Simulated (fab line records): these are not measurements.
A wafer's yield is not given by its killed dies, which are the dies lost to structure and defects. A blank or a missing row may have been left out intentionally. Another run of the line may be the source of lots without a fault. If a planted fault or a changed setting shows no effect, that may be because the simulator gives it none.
Problem report in the 8D (eight disciplines) form, filled by code / flow nand_harc / the parts of the form that need people (team, actions taken, sign-off) are left out

1. WHAT IS WRONG
Wafers without a fault read 90.0 nm, standard deviation 0.57; cd_nm at NHARC_P_M0_CD_MEAS_09 reads a mean of 105.0 nm on 6 wafers belonging to 2 lots. Relative to the usual mean, that is a shift of +26 standard deviations.
The step: target cd 90 nm.
Earliest sighting: wafer L171.1 on cd_sem-03 at day 8 06:50. Wafers with a number at this step in the record: 36, from 12 lots. By rule, "out" or "out of limits" means more than 4 standard deviations away from the usual mean. Any other wafer with a number is counted as sound.

2. WHAT IT IS, WHAT IT ISN'T
question=which readings at this step | is=cd_nm | is not=-
question=which lots | is=L171, L174 | is not=L162, L163, L164, L165, L166, L169, L177, L178, L182, L183
question=which wafers of those lots | is=all that have a number | is not=-
question=read on which gauges | is=cd_sem-03 | is not=cd_sem-01, cd_sem-02
question=when | is=from day 8 06:50 | is not=up to then (18 sound wafers); but 12 sound wafers of L177, L178, L182, L183 came after

3. SUSPECTS, AND WHAT RULES EACH OUT
Counting: a tool stays on the suspect list if, at a process step up to the reading, it processed all lots that are out and no sound lot following the first of them.
- the gauge at NHARC_P_M0_CD_MEAS_09 has been ruled out. All the wafers that are out were read on cd_sem-03, but those of them that NHARC_P_M0_PEB_07 has rows for are out there too, on other tools.
- litho_track-01 at NHARC_P_M0_PEB_07 (peb time 65 s): kept. It processed each lot that is out, first L171 at day 8 06:46, and no sound lot thereafter; up to then, the last sound lot it processed was L169 at day 7 15:29. Its own readings are out on those wafers: heater_power_total_W, plate_temp_C.
Left after counting: litho_track-01 at NHARC_P_M0_PEB_07.

4. THE CAUSE (what the simulator had put in)
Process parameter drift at NHARC_P_M0_PEB_07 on litho_track-01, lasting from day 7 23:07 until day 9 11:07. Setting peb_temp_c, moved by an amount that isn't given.
This tool alone remained once counting was done.

5. THE CHAIN OF EFFECTS, in route order
Each row: a reading where the mean over the struck wafers with a number is more than 3 standard deviations away from the usual. Scope: only readings with a usual standard deviation given in the record; hours: median across lots of the time from each lot's start at the first step in this table that gives one to its start at this step; sigmas: change in usual standard deviations.
hours=0; step=NHARC_P_M0_PEB_07; reading=heater_power_total_W; usual=156.6 W; on struck wafers=167.7; change=+11.1; sigmas=+26
hours=0; step=NHARC_P_M0_PEB_07; reading=plate_temp_C; usual=100.01 C; on struck wafers=104.98; change=+4.97; sigmas=+41
hours=0; step=NHARC_P_M0_CD_MEAS_09; reading=cd_nm; usual=90.0 nm; on struck wafers=105.0; change=+15.0; sigmas=+26
hours=8; step=NHARC_P_M0_CD_MEAS_16; reading=cd_nm; usual=89.9 nm; on struck wafers=104.8; change=+14.9; sigmas=+23
Its process steps:
- NHARC_P_M0_PEB_07: peb time 65 s.
Later measuring or inspecting steps at which every struck wafer that the step has a row for has a number for every such reading, and none has moved that far: NHARC_P_M0_INSPECT_11.

6. WHAT WOULD HAVE CAUGHT IT SOONER
The first out-of-limits reading at a measuring or inspecting step in this record came at day 8 06:50, 8 hours after the fault's start at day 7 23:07.
At NHARC_P_M0_PEB_07, the tool's own readings (heater_power_total_W, plate_temp_C) were out on each struck wafer the step has a row for, so an alarm limit on them would have fired on the first such wafer.
Among the 2 lots that are out, L174 began NHARC_P_M0_PEB_07 on litho_track-01 after day 8 06:50. A tool hold placed at that time would have kept it from harm.
